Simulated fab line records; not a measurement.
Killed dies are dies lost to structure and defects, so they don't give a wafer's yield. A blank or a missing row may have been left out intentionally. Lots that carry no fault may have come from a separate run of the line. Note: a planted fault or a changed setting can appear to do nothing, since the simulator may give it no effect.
What tool caused it? + flow n5_finfet + 72 wafers from 24 lots sampled at 2 of the route's 1938 steps

## WHAT EACH GAUGE READ, for each wafer
N5_BEOL_M2_OVL_MEAS_29. Usual: for V1_OVL the level is -0.4 nm and the standard deviation is 0.69.
| lot  | measured     | on         | V1_OVL (nm)    | flag |
|------|--------------|------------|----------------|------|
| L074 | day 6 12:18  | overlay-01 | -0.9 -0.7 -1.1 |      |
| L075 | day 6 18:50  | overlay-01 | 0.4 0.4 -0.6   |      |
| L076 | day 7 02:10  | overlay-02 | -0.4 -1.0 -1.0 |      |
| L077 | day 7 02:41  | overlay-01 | -0.6 -1.1 -0.6 |      |
| L078 | day 7 08:16  | overlay-02 | -0.7 0.3 -0.6  |      |
| L079 | day 7 15:17  | overlay-01 | -1.2 -1.0 -1.1 |      |
| L080 | day 7 20:59  | overlay-02 | -0.7 -1.1 -1.9 |      |
| L081 | day 8 08:40  | overlay-02 | 0.2 0.3 0.5    |      |
| L082 | day 8 13:16  | overlay-01 | -0.4 -1.5 0.1  |      |
| L083 | day 9 14:04  | overlay-02 | -1.7 -0.4 -1.5 |      |
| L084 | day 9 17:52  | overlay-01 | -0.3 0.2 0.2   |      |
| L085 | day 9 20:18  | overlay-02 | 0.2 -0.5 0.7   |      |
| L086 | day 9 22:18  | overlay-02 | -1.2 0.2 -1.2  |      |
| L088 | day 10 00:13 | overlay-02 | 0.3 -1.5 -1.3  |      |
| L087 | day 10 03:22 | overlay-02 | -0.8 -0.9 -1.3 |      |
| L089 | day 10 08:37 | overlay-01 | -0.8 -0.8 -0.3 |      |
| L090 | day 10 13:25 | overlay-01 | -0.4 0.2 -0.3  |      |
| L091 | day 10 15:08 | overlay-01 | 0.2 -0.3 0.0   |      |
| L092 | day 10 23:24 | overlay-01 | -0.4 -0.8 -0.7 |      |
| L093 | day 11 11:44 | overlay-01 | 0.8 1.2 0.5    |      |
| L094 | day 11 13:07 | overlay-02 | -1.6 0.1 -1.0  |      |
| L095 | day 12 09:26 | overlay-02 | 0.0 0.1 0.8    |      |
| L096 | day 12 10:24 | overlay-01 | -0.6 -0.4 0.0  |      |
| L097 | day 12 11:43 | overlay-01 | -1.2 0.0 -1.3  |      |

## WHICH TOOL RAN EACH LOT (tool, then ch and the chambers of the sampled wafers, then the start)
| lot  | N5_BEOL_M2_ETCH_64                 |
|------|------------------------------------|
| L074 | rie_diel-04 ch 0,1,3, day 6 11:30  |
| L075 | rie_diel-03 ch 0,2,3, day 6 17:58  |
| L076 | rie_diel-03 ch 1,2,3, day 7 01:20  |
| L077 | rie_diel-01 ch 0,1,2, day 7 01:51  |
| L078 | rie_diel-04 ch 2,3, day 7 07:34    |
| L079 | rie_diel-04 ch 0,1, day 7 14:35    |
| L080 | rie_diel-04 ch 2,3, day 7 20:09    |
| L081 | rie_diel-03 ch 0,2,3, day 8 07:50  |
| L082 | rie_diel-04 ch 1,2, day 8 12:22    |
| L083 | rie_diel-03 ch 0,2, day 9 13:13    |
| L084 | rie_diel-01 ch 0,1,3, day 9 17:04  |
| L085 | rie_diel-04 ch 0,1,3, day 9 19:20  |
| L086 | rie_diel-03 ch 0,1,2, day 9 21:27  |
| L088 | rie_diel-04 ch 0,1, day 9 23:26    |
| L087 | rie_diel-04 ch 0,1, day 10 02:31   |
| L089 | rie_diel-03 ch 1,2,3, day 10 07:54 |
| L090 | rie_diel-01 ch 0,1,2, day 10 12:31 |
| L091 | rie_diel-03 ch 1,2,3, day 10 14:17 |
| L092 | rie_diel-01 ch 0,2,3, day 10 22:34 |
| L093 | rie_diel-03 ch 0,2, day 11 10:49   |
| L094 | rie_diel-03 ch 2,3, day 11 12:05   |
| L095 | rie_diel-01 ch 0,3, day 12 08:33   |
| L096 | rie_diel-04 ch 0,1,3, day 12 09:40 |
| L097 | rie_diel-03 ch 0,3, day 12 10:51   |
- N5_BEOL_M2_ETCH_64: etches SOC in N2/H2, target depth 75 nm, overetch 22.5 nm, time 121.9 s.

## WHAT THE TOOLS THEMSELVES READ (means of the sampled wafers that have a number; where no wafer has one, the mark that the record gives instead)
N5_BEOL_M2_ETCH_64. Usual: bias_w 150.1 W, standard deviation 0.43; drypump_motor_current_A 5.7 A, standard deviation 0.42; oes_product_au 0.58 a.u., standard deviation 0.049; rf_vpp_V 524.7 V, standard deviation 2; showerhead_plenum_p_Torr 2.57 Torr, standard deviation 0.063; throttle_valve_pct 17.71 %, standard deviation 0.2.
| lot  | tool        | bias_w (W) | drypump_motor_current_A (A) | oes_product_au (a.u.) | rf_vpp_V (V) | showerhead_plenum_p_Torr (Torr) | throttle_valve_pct (%) | flag |
|------|-------------|------------|-----------------------------|-----------------------|--------------|---------------------------------|------------------------|------|
| L074 | rie_diel-04 | 150.1      | 6.0                         | 0.59                  | 525.3        | 2.59                            | 17.84                  |      |
| L075 | rie_diel-03 | 149.9      | 5.5                         | 0.57                  | 525.3        | 2.60                            | 17.61                  |      |
| L076 | rie_diel-03 | 150.3      | 5.5                         | 0.57                  | 525.0        | 2.57                            | 17.68                  |      |
| L077 | rie_diel-01 | 150.1      | 5.2                         | 0.55                  | 523.2        | 2.54                            | 17.83                  |      |
| L078 | rie_diel-04 | 149.9      | 6.0                         | 0.55                  | 525.8        | 2.58                            | 17.68                  |      |
| L079 | rie_diel-04 | 149.9      | 6.0                         | 0.62                  | 525.4        | 2.58                            | 17.91                  |      |
| L080 | rie_diel-04 | 150.4      | 6.1                         | 0.54                  | 525.0        | 2.54                            | 17.66                  |      |
| L081 | rie_diel-03 | 150.3      | 5.5                         | 0.57                  | 525.8        | 2.60                            | 17.63                  |      |
| L082 | rie_diel-04 | 150.0      | 6.1                         | 0.57                  | 523.7        | 2.53                            | 17.70                  |      |
| L083 | rie_diel-03 | 150.0      | 5.2                         | 0.59                  | 525.4        | 2.57                            | 17.54                  |      |
| L084 | rie_diel-01 | 150.2      | 5.7                         | 0.57                  | 525.7        | 2.61                            | 17.67                  |      |
| L085 | rie_diel-04 | 149.7      | 6.0                         | 0.58                  | 525.7        | 2.57                            | 17.91                  |      |
| L086 | rie_diel-03 | 149.9      | 5.3                         | 0.58                  | 524.4        | 2.57                            | 17.56                  |      |
| L088 | rie_diel-04 | 149.9      | 6.1                         | 0.59                  | 523.6        | 2.54                            | 18.01                  |      |
| L087 | rie_diel-04 | 149.6      | 6.1                         | 0.59                  | 524.1        | 2.54                            | 18.00                  |      |
| L089 | rie_diel-03 | 149.9      | 5.5                         | 0.62                  | 524.0        | 2.56                            | 17.56                  |      |
| L090 | rie_diel-01 | 149.9      | 5.2                         | 0.53                  | 524.4        | 2.52                            | 17.88                  |      |
| L091 | rie_diel-03 | 150.2      | 5.5                         | 0.62                  | 524.7        | 2.56                            | 17.58                  |      |
| L092 | rie_diel-01 | 150.5      | 5.6                         | 0.57                  | 523.6        | 2.54                            | 17.75                  |      |
| L093 | rie_diel-03 | 149.8      | 5.3                         | 0.59                  | 525.9        | 2.60                            | 17.52                  |      |
| L094 | rie_diel-03 | 150.1      | 5.7                         | 0.65                  | 524.5        | 2.57                            | 17.53                  |      |
| L095 | rie_diel-01 | 149.8      | 6.1                         | 0.59                  | 526.3        | 2.62                            | 17.60                  |      |
| L096 | rie_diel-04 | 150.4      | 6.0                         | 0.57                  | 524.7        | 2.57                            | 17.94                  |      |
| L097 | rie_diel-03 | 150.5      | 5.7                         | 0.65                  | 525.7        | 2.62                            | 17.50                  |      |

## THE ANSWER, worked out from the rows above alone
Rule: lot off if the mean of its wafers having a number is beyond 3 standard deviations from the usual mean. Also off: a lot with no number at a reading for which 4 or more lots have one. Where the step has rows for the other lots, those lots are counted as sound. After the gauges, taken in route order, come the tools' own readings; for these a lot's mean is taken, as printed above. The first step at which some lot is off is used, and at that step the reading that is off furthest; a lot without a number counts as furthest.
No lot is off on any of the readings shown, so nothing can be concluded from this.

## WHAT WAS PUT IN BY THE SIMULATOR
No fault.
